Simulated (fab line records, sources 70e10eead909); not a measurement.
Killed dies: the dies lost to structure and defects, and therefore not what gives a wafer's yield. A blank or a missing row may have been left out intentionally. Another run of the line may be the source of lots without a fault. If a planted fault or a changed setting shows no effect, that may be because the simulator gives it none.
Chamber matching    flow nandHarc    NHARC_P_M1_DESCUM_14 on rieDiel-08: 4 sister chambers
The step chemistry O2, time 3 s. 4 wafers are shown with their chamber, then 9 later ones without.

WAFERS PAIRED WITH THEIR CHAMBERS
wafer   chamber  showerheadPlenumPTorr (Torr)
L085.2  3        1.78
L089.6  2        1.91
L088.3  1        2.03
L088.6  0        2.01

WAFERS WITHOUT THEIR CHAMBER
wafer   showerheadPlenumPTorr (Torr)
L091.1  1.90
L091.3  2.01
L091.6  1.78
L092.3  2.01
L092.4  1.90
L092.6  1.90
L093.1  1.78
L093.4  2.03
L093.6  2.01

WHICH CHAMBER EACH WENT THROUGH
wafer   from the rows above  in truth
L091.1  2                    2
L091.3  0                    0
L091.6  3                    3
L092.3  0                    0
L092.4  2                    2
L092.6  2                    2
L093.1  3                    3
L093.4  1                    1
L093.6  0                    0
Correct placement for 9 of the 9. Left unplaced by these rows: 0. Number placed wrongly: 0.
How it was worked out, from the rows above alone: a wafer's distance from a chamber is the root of the sum, over the readings, of the square of ((its reading less the chamber's mean) divided by the reading's scatter). If the next closest chamber is less than 2 further off than the closest, the wafer can't be placed; otherwise it belongs to the closest. The mean given for a chamber averages the wafers shown for that chamber. The scatter (one wafer shown for each chamber): square how far every hidden wafer sits from the nearest shown wafer, average those squares and take the square root.
